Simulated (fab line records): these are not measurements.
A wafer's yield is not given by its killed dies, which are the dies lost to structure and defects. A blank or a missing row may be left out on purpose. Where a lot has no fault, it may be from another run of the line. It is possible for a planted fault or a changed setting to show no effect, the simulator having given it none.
Struck lot and sound lot, side by side ; flow nand-harc ; 17 steps out of a route of 1159
Sound: these wafers, L723.1, L723.3, L723.4. Wafers L738.1, L738.2, L738.5 were the ones struck. The cause is given at the end.
For every step that has rows: the tool of each side, followed by ch and its chambers, followed by its first start. Under that, the readings that differ: sound wafers ; struck wafers ; difference of the means ; sigmas: that difference in standard deviations of wafers without a fault.
alike: readings with means less than 2 such deviations apart, plus words and numbers identical on both sides. not compared: withheld readings, readings lacking a value on some wafer, bounds such as >300 that could conceal the same value, and numbers that have no deviation in the record and whose values overlap.
A row with sigmas, a row that says differs or no value, or rows on one side alone: a step with any of these is where the two part. When numbers do not overlap yet have no deviation, they are printed without sigmas and do not part them. Lack of a reading on every wafer of one side parts them only where that side has two or more wafers.

NHARC_P_GATE_CD_MEAS_59: the cd target is 720 nm.
  sound on cd-sem-01 ch 0, day 5 03:09; struck on cd-sem-03 ch 0, day 9 00:35
  alike: cd-nm
then, 1 step without rows for these wafers: NHARC_P_GATE_HARDBAKE_60 (time 80 s).
NHARC_P_GATE_DESCUM_61: chemistry O2, time 3 s.
  sound on rie-diel-04 ch 0,2,3, day 5 03:19; struck on rie-diel-02 ch 0,3, day 9 00:45
  alike: drypump-motor-current-A, o2-flow-sccm, oes-product-au, rf-vpp-V, showerhead-plenum-p-Torr, throttle-valve-pct
  not compared: rf-hours-counter-h
following that, these wafers have no rows for 1 step: NHARC_P_GATE_IMPLANT_62.
NHARC_P_GATE_STRIP_112: strips in N2/H2, time 200 s.
  sound on plasma-asher-02 ch 0,1, day 5 04:05; struck on plasma-asher-01 ch 0,1, day 9 01:08
  alike: drypump-motor-current-A, heater-power-w, rf-refl-power-W
  not compared: rf-hours-counter-h
NHARC_P_GATE_STRIP_76: strips in O2.
  sound on plasma-asher-02 ch 0,1, day 5 04:21; struck on plasma-asher-01 ch 0,1, day 9 01:24
  alike: drypump-motor-current-A, heater-power-w, rf-refl-power-W
  not compared: rf-hours-counter-h
then, 6 steps without rows for these wafers: NHARC_P_GATE_STRIP_63 (strips in SPM, time 900 s); NHARC_P_GATE_DEHYDRATE_83 (time 120 s); NHARC_P_GATE_HMDS_84 (time 30 s); NHARC_P_GATE_COAT_85; NHARC_P_GATE_SOFTBAKE_86 (time 95 s); NHARC_P_GATE_EBR_87.
NHARC_P_GATE_EXPOSE_88: exposes mask P HVN, target cd 2000 nm.
  sound on krf-scanner-02 ch 0, day 5 05:07; struck on krf-scanner-02 ch 0, day 9 02:02
reading;sound;struck;difference;sigmas
mask;P_HVN#0 P_HVN#0 P_HVN#0;P_PSD#0 P_PSD#0 P_PSD#0;differs;
then, 2 steps without rows for these wafers: NHARC_P_GATE_PEB_89 (peb time 85 s); NHARC_P_GATE_DEVELOP_90 (time 70 s).
NHARC_P_GATE_CD_MEAS_91: the cd target is 2000 nm.
  sound on cd-sem-03 ch 0, day 5 05:16; struck on cd-sem-03 ch 0, day 9 02:11
reading;sound;struck;difference;sigmas
cd-nm (nm);2000.1 1998.6 1999.0;- - -;no value on the struck wafers;
then, 1 step without rows for these wafers: NHARC_P_GATE_HARDBAKE_92 (time 80 s).

== WHERE THEY PART ==
At NHARC_P_GATE_EXPOSE_88 first; at NHARC_P_GATE_CD_MEAS_91 last (within this record only).

WHY: what had been put in by the simulator
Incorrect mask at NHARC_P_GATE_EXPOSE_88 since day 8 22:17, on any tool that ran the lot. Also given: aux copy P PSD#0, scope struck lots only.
